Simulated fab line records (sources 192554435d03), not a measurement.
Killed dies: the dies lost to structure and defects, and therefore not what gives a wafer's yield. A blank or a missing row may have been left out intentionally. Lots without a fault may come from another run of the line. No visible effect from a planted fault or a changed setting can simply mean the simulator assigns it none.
Lot-split experiment | flow n5-finfet | 21 wafers read across 7 lots, on a route 1938 steps long

ON THE SPLIT
At N5_FIN_CUT_CUT_ETCH_26 (etches SiNx in CH3F/O2, target depth 39 nm, time 55.7 s), the setting time-s was moved away from the recipe's 55.7 s on 6 of the 21 wafers read, by -20.1% to +16.8%. This setting was run at the recipe's value on the other wafers.

The file shows no step between the split and the reading.

THE READING
SOC_of_FIN_CUT_COAT_18.thk-nm (the simulator's own value, which no gauge read), in nm, at N5_FIN_CUT_CUT_ETCH_27 (etches SiO2 in CHF3/O2, target depth 4 nm, overetch 2 nm, time 4.9 s). No usual value for it is given in the file. The 15 wafers here that ran the recipe average 207.3 nm, standard deviation 0.6 nm.

wafer  | tool, chamber at the split | time-s as run, s | against the recipe | SOC_of_FIN_CUT_COAT_18.thk-nm, nm | against lot-mates on the recipe
L074.1 | rie-diel-05, 1             | 44.52            | -20.1%             | 211.6                             | +3.8
L074.2 | rie-diel-05, 0             | 55.7             | recipe             | 207.8                             | -
L074.3 | rie-diel-05, 3             | 44.52            | -20.1%             | 211                               | +3.2
L076.2 | rie-diel-01, 1             | 55.7             | recipe             | 208.2                             | -
L076.3 | rie-diel-01, 3             | 55.7             | recipe             | 206                               | -
L076.6 | rie-diel-01, 3             | 55.7             | recipe             | 207.4                             | -
L078.4 | rie-diel-05, 1             | 51.53            | -7.5%              | 209.4                             | +2.0
L078.5 | rie-diel-05, 1             | 55.7             | recipe             | 207.2                             | -
L078.6 | rie-diel-05, 2             | 55.7             | recipe             | 207.6                             | -
L080.1 | rie-diel-01, 1             | 55.7             | recipe             | 208                               | -
L080.3 | rie-diel-01, 2             | 55.7             | recipe             | 206.8                             | -
L080.6 | rie-diel-01, 2             | 55.7             | recipe             | 207.4                             | -
L084.1 | rie-diel-01, 0             | 55.7             | recipe             | 208.2                             | -
L084.2 | rie-diel-01, 2             | 55.7             | recipe             | 207.2                             | -
L084.4 | rie-diel-01, 2             | 62.5             | +12.2%             | 205.8                             | -1.9
L089.2 | rie-diel-06, 2             | 48.31            | -13.3%             | 208.6                             | +1.3
L089.4 | rie-diel-06, 1             | 55.7             | recipe             | 207                               | -
L089.6 | rie-diel-06, 0             | 55.7             | recipe             | 207.6                             | -
L093.2 | rie-diel-05, 1             | 55.7             | recipe             | 206.6                             | -
L093.5 | rie-diel-05, 2             | 55.7             | recipe             | 206.8                             | -
L093.6 | rie-diel-05, 1             | 65.04            | +16.8%             | 203.6                             | -3.1

FIT RESULTS
A straight line over all 21 wafers: SOC_of_FIN_CUT_COAT_18.thk-nm changes by -0.186 nm for each +1% of time-s; r = -0.92; the points scatter about the line by 0.67 nm.
The same after taking each lot's own level away (the mean of its wafers on the recipe; 21 wafers): -0.169 nm for each +1%; r = -0.94; scatter 0.55 nm.
Per that fit: largest time-s move, reading shift of 3.4 nm.
The lots' own levels span 206.70 to 207.80 nm, that is 1.8 times the standard deviation above.
In other words, the slope is changed by the lot-to-lot level; the two fits disagree.
Check: +3.22 nm against its lot-mates is what the line predicts for one of the wafers moved furthest among these (-20.1%) when that wafer is left out of the fit. Against them it came out at +3.8 nm.

FURTHER SPLITS ON THESE WAFERS
These wafers also went through other splits before the reading. Each is held against what the fit with the lots' levels taken away leaves over:
other split on the same wafers | wafers away from the commonest value | r with SOC_of_FIN_CUT_COAT_18.thk-nm (lot level and that fit taken away)
N5_FIN_SAQP_ETCH_52 source-w   | 6                                    | +0.01

THE WHOLE CHAIN: every reading that the file lists as answering this split, in the file's order
step                   | what it does                                                         | reading                                                                        | change (the file's fit)               | r (the file's)
N5_FIN_CUT_CUT_ETCH_26 | etches SiNx in CH3F/O2, target depth 39 nm, time 55.7 s              | etch.depth-nm (the simulator's own value, which no gauge read)                 | +0.38 nm for each +1% of the setting  | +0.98
N5_FIN_CUT_CUT_ETCH_26 | etches SiNx in CH3F/O2, target depth 39 nm, time 55.7 s              | SOC_of_FIN_CUT_COAT_18.thk-nm (the simulator's own value, which no gauge read) | -0.164 nm for each +1% of the setting | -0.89
N5_FIN_CUT_CUT_ETCH_27 | etches SiO2 in CHF3/O2, target depth 4 nm, overetch 2 nm, time 4.9 s | SOC_of_FIN_CUT_COAT_18.thk-nm (the simulator's own value, which no gauge read) | -0.167 nm for each +1% of the setting | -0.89

THE FILE'S OWN FIT
SOC_of_FIN_CUT_COAT_18.thk-nm changes by -0.167 nm for each +1% of time-s, r = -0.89.
